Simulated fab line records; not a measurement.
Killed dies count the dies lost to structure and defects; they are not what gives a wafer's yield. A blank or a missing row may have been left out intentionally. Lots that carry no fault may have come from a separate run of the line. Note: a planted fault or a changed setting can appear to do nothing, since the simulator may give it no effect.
Chamber matching -- flow n5Finfet -- aldSin-04 running N5_MOL_CONTACT_COAG_ALD_27: 4 sister chambers
The step deposits SiOC, target thk 17 nm, pulse time 1.5 s, time 2720 s. 8 wafers are shown with their chamber, then 7 later ones without.

== WAFERS PAIRED WITH THEIR CHAMBERS ==
wafer,chamber,heaterPowerW (W),precursorPulseHeightRel
L075.5,1,713,1.027
L082.1,2,892,0.970
L082.2,1,697,0.983
L082.4,0,872,0.970
L087.3,0,913,0.972
L087.6,3,774,1.009
L091.1,2,864,1.027
L091.3,3,751,0.982

== WAFERS WITH NO CHAMBER GIVEN ==
wafer,heaterPowerW (W),precursorPulseHeightRel
L091.4,691,1.008
L095.1,703,0.994
L095.2,918,0.990
L095.4,735,1.039
L097.2,774,0.984
L097.3,895,0.989
L097.6,911,0.986

== WHICH CHAMBER EACH ONE RAN IN ==
wafer,from the rows above,in truth
L091.4,1,1
L095.1,1,1
L095.2,can't be placed: 0 or 2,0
L095.4,can't be placed: 1 or 3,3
L097.2,3,3
L097.3,can't be placed: 0 or 2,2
L097.6,can't be placed: 0 or 2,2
Correct placement for 3 of the 7. Unplaceable from these rows: 4, with the true chamber sitting among the candidates in 4. Number placed wrongly: 0.
How it was worked out, from the rows above alone: a wafer's distance from a chamber is the root of the sum, over the readings, of the square of ((its reading less the chamber's mean) divided by the reading's scatter). The wafer belongs to the nearest chamber; if the next one is less than 2 further off, it can't be placed. A chamber's mean is the mean of its shown wafers. How the scatter is found: for the shown wafers, subtract from each reading the mean of its chamber, square and add these, divide the total by (wafers less chambers), then take the root.
